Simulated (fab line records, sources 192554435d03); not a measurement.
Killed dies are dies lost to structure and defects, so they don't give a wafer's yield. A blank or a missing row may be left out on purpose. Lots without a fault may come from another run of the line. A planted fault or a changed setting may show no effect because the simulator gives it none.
Chamber matching | flow n5_finfet | N5_MOL_CONTACT_COAG_ETCHBACK_134 on rie_diel-05: 4 sister chambers
The step etches SiO2 in CHF3, target depth 10 nm, time 6.7 s. 8 wafers are shown with their chamber, then 8 later ones without.

WAFERS WITH THEIR CHAMBER
wafer  | chamber | throttle_valve_pct (%) | drypump_motor_current_A (A)
L081.3 | 2       | 18.87                  | 6.13
L081.5 | 1       | 18.18                  | 5.81
L083.2 | 0       | 18.38                  | 5.52
L083.3 | 1       | 18.19                  | 5.81
L085.2 | 2       | 18.87                  | 6.12
L085.3 | 3       | 19.05                  | 5.91
L085.6 | 3       | 19.03                  | 5.90
L089.2 | 0       | 18.40                  | 5.56

WAFERS WITHOUT THEIR CHAMBER
wafer  | throttle_valve_pct (%) | drypump_motor_current_A (A)
L089.4 | 18.19                  | 5.81
L089.5 | 18.88                  | 6.12
L091.3 | 18.41                  | 5.60
L091.4 | 18.40                  | 5.59
L091.6 | 18.22                  | 5.80
L093.1 | 18.22                  | 5.81
L093.2 | 18.64                  | 5.91
L093.4 | 18.41                  | 5.57

WHICH CHAMBER EACH WENT THROUGH
wafer  | from the rows above | in truth
L089.4 | 1                   | 1
L089.5 | 2                   | 2
L091.3 | 0                   | 0
L091.4 | 0                   | 0
L091.6 | 1                   | 1
L093.1 | 1                   | 1
L093.2 | 2                   | 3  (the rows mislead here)
L093.4 | 0                   | 0
Placed correctly: 7 of 8. Can't be placed from these rows: 0. Placed wrongly: 1.
How it was worked out, from the rows above alone: a wafer's distance from a chamber is the root of the sum, over the readings, of the square of ((its reading less the chamber's mean) divided by the reading's scatter). The wafer belongs to the nearest chamber; if the next one is less than 2 further off, it can't be placed. A chamber's mean is the mean of its shown wafers. The scatter: the root of (the sum of the squares of (reading less its chamber's mean) over the shown wafers, divided by (wafers less chambers)).
